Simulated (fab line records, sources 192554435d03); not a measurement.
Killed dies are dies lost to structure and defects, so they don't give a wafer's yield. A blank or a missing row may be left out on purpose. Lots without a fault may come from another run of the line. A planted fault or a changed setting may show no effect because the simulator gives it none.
Split-lot experiment | flow n5_finfet | 7 lots, 39 wafers read, on a route of 1938 steps

THE SPLIT
At N5_BEOL_M0_SAQP_SPACER2_ALD_26 (deposits SiO2, target thk 15 nm, pulse time 1 s, purge time 2 s), the setting target_thk_a was moved away from the recipe's 150 angstrom on 15 of the 39 wafers read, by -53.9% to +58.3%. The other wafers ran this setting at the recipe's value.

FROM THE SPLIT TO THE READING: what the file shows between them, 2 steps
- N5_BEOL_M0_SAQP_SPACER2_ETCHBACK_27: etches SiO2 in CHF3/O2, target depth 22.5 nm, time 11.25 s
- N5_BEOL_M0_SAQP_MANDREL2_REMOVE_110: chemistry HBr/Cl2/O2, target a-Si, stops on SiCN, bt time 10 s

THE READING
cd_nm, in nm, at N5_BEOL_M0_SAQP_CD_MEAS_29 (target cd 14.4 nm). Fault-free wafers of this fab line usually give 14.96 nm, standard deviation 0.26 nm.

wafer  | tool, chamber at the split | target_thk_a as run, angstrom | against the recipe | cd_nm, nm | against lot-mates on the recipe
L083.3 | ald_sin-02, 1,0            | 150                           | recipe             | 14.51     | -
L083.4 | ald_sin-02, 0              | 150                           | recipe             | 15.19     | -
L083.5 | ald_sin-02, 1,0            | 150                           | recipe             | 15.17     | -
L085.1 | ald_sin-03, 2,1            | 172.8                         | +15.2%             | 16.97     | +1.72
L085.2 | ald_sin-03, 3              | 150                           | recipe             | 15.41     | -
L085.3 | ald_sin-03, 0              | 150                           | recipe             | 14.76     | -
L085.4 | ald_sin-03, 2,1            | 172.8                         | +15.2%             | 16.73     | +1.48
L085.5 | ald_sin-03, 3              | 150                           | recipe             | 15.59     | -
L085.6 | ald_sin-03, 0              | 172.8                         | +15.2%             | 17.77     | +2.52
L086.1 | ald_sin-03, 3,1,0          | 150                           | recipe             | 14.63     | -
L086.2 | ald_sin-03, 0              | 95.93                         | -36.0%             | 9.48      | -5.34
L086.3 | ald_sin-03, 3,1,0          | 150                           | recipe             | 15.09     | -
L086.4 | ald_sin-03, 2,3            | 95.93                         | -36.0%             | 9.41      | -5.41
L086.5 | ald_sin-03, 2,3            | 95.93                         | -36.0%             | 9.18      | -5.64
L086.6 | ald_sin-03, 3,1,0          | 150                           | recipe             | 14.74     | -
L089.1 | ald_sin-02, 0              | 69.22                         | -53.9%             | 6.68      | -8.28
L089.2 | ald_sin-02, 2              | 69.22                         | -53.9%             | 6.84      | -8.12
L089.3 | ald_sin-02, 3,1,3          | 150                           | recipe             | 15.25     | -
L089.4 | ald_sin-02, 3,1,3          | 150                           | recipe             | 14.55     | -
L089.5 | ald_sin-02, 3,1,3          | 150                           | recipe             | 15.07     | -
L089.6 | ald_sin-02, 0              | 69.22                         | -53.9%             | 6.66      | -8.30
L093.1 | ald_sin-03, 3,1,0,3        | 150                           | recipe             | 15.00     | -
L093.2 | ald_sin-03, 0              | 150                           | recipe             | 14.96     | -
L093.3 | ald_sin-03, 3,1,0,3        | 150                           | recipe             | 14.80     | -
L093.4 | ald_sin-03, 2              | 150                           | recipe             | 14.92     | -
L093.5 | ald_sin-03, 3,1,0,3        | 150                           | recipe             | 15.01     | -
L093.6 | ald_sin-03, 3,1,0,3        | 150                           | recipe             | 15.00     | -
L094.1 | ald_sin-02, 3,1,2          | 150                           | recipe             | 14.85     | -
L094.2 | ald_sin-02, 3,1,2          | 150                           | recipe             | 15.08     | -
L094.3 | ald_sin-02, 2,0            | 173.9                         | +15.9%             | 17.20     | +2.35
L094.4 | ald_sin-02, 2,0            | 173.9                         | +15.9%             | 17.29     | +2.44
L094.5 | ald_sin-02, 3,1,2          | 150                           | recipe             | 14.63     | -
L094.6 | ald_sin-02, 3              | 173.9                         | +15.9%             | 17.58     | +2.73
L095.1 | ald_sin-04, 2,3            | 237.4                         | +58.3%             | 23.83     | +8.63
L095.2 | ald_sin-04, 3,1            | 150                           | recipe             | 15.36     | -
L095.3 | ald_sin-04, 3,1            | 150                           | recipe             | 15.23     | -
L095.4 | ald_sin-04, 0              | 237.4                         | +58.3%             | 23.73     | +8.53
L095.5 | ald_sin-04, 0              | 150                           | recipe             | 15.02     | -
L095.6 | ald_sin-04, 2,3            | 237.4                         | +58.3%             | 23.84     | +8.64
Where a row lists several chambers, the file gives one row for several wafers and doesn't say which wafer went through which chamber.

THE FIT
A straight line over all 39 wafers: cd_nm changes by +0.152 nm for each +1% of target_thk_a; r = +1.00; the points scatter about the line by 0.27 nm.
The same after taking each lot's own level away (the mean of its wafers on the recipe; 39 wafers): +0.15 nm for each +1%; r = +1.00; scatter 0.26 nm.
On that fit, the largest move of target_thk_a shifts the reading by 8.7 nm.
The lots' own levels span 14.820 to 15.253 nm, that is 1.7 times the standard deviation above.
So the lot-to-lot level changes the slope little: the two slopes agree.
Check: with one of the wafers moved furthest among these (+58.3%) left out of the fit, the line predicts +8.69 nm for it against its lot-mates. It came out at +8.63 nm against them.

OTHER SPLITS ON THESE WAFERS
These wafers also went through other splits before the reading. Each is held against what the fit with the lots' levels taken away leaves over:
other split on the same wafers          | wafers away from the commonest value | r with cd_nm (lot level and that fit taken away)
N5_ZERO_LAYER_DEVELOP_10 develop_time_s | 15                                   | +0.03
N5_SD_EPI_P_EPI_21 epi_growth_time_s    | 15                                   | -0.03
N5_MOL_CONTACT_COAG_ALD_27 ald_cycles   | 18                                   | +0.05

THE WHOLE CHAIN: every reading that the file lists as answering this split, in the file's order
step                                | what it does                                                            | reading                                                                                     | change (the file's fit)                | r (the file's)
N5_BEOL_M0_SAQP_SPACER2_ALD_26      | deposits SiO2, target thk 15 nm, pulse time 1 s, purge time 2 s         | SiO2_of_BEOL_M0_SAQP_SPACER2_ALD_26.thk_nm (the simulator's own value, which no gauge read) | +0.149 nm for each +1% of the setting  | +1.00
N5_BEOL_M0_SAQP_MANDREL2_REMOVE_110 | chemistry HBr/Cl2/O2, target a-Si, stops on SiCN, bt time 10 s          | BEOL_M0_SAQP.cd_nm (the simulator's own value, which no gauge read)                         | +0.15 nm for each +1% of the setting   | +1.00
N5_BEOL_M0_SAQP_CD_MEAS_29          | target cd 14.4 nm                                                       | cd_nm                                                                                       | +0.15 nm for each +1% of the setting   | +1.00
N5_BEOL_M0_CUTY_ETCH_63             | etches SOC in N2/H2, target depth 82.7 nm, overetch 16.5 nm, time 124 s | SiO2_of_BEOL_M0_SAQP_SPACER2_ALD_26.thk_nm (the simulator's own value, which no gauge read) | +0.129 nm for each +1% of the setting  | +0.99
N5_BEOL_M0_ETCH_138                 | etches SiCN in CH3F/O2, target depth 12 nm, time 31.6 s                 | SiO2_of_BEOL_M0_SAQP_SPACER2_ALD_26.thk_nm (the simulator's own value, which no gauge read) | +0.116 nm for each +1% of the setting  | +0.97
N5_BEOL_M0_HM_OPEN_105              | chemistry Cl2/BCl3, target TiN, target depth 12 nm                      | SiO2_of_BEOL_M0_SAQP_SPACER2_ALD_26.thk_nm (the simulator's own value, which no gauge read) | +0.0944 nm for each +1% of the setting | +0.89

THE FILE'S OWN FIT
cd_nm changes by +0.15 nm for each +1% of target_thk_a, r = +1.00.
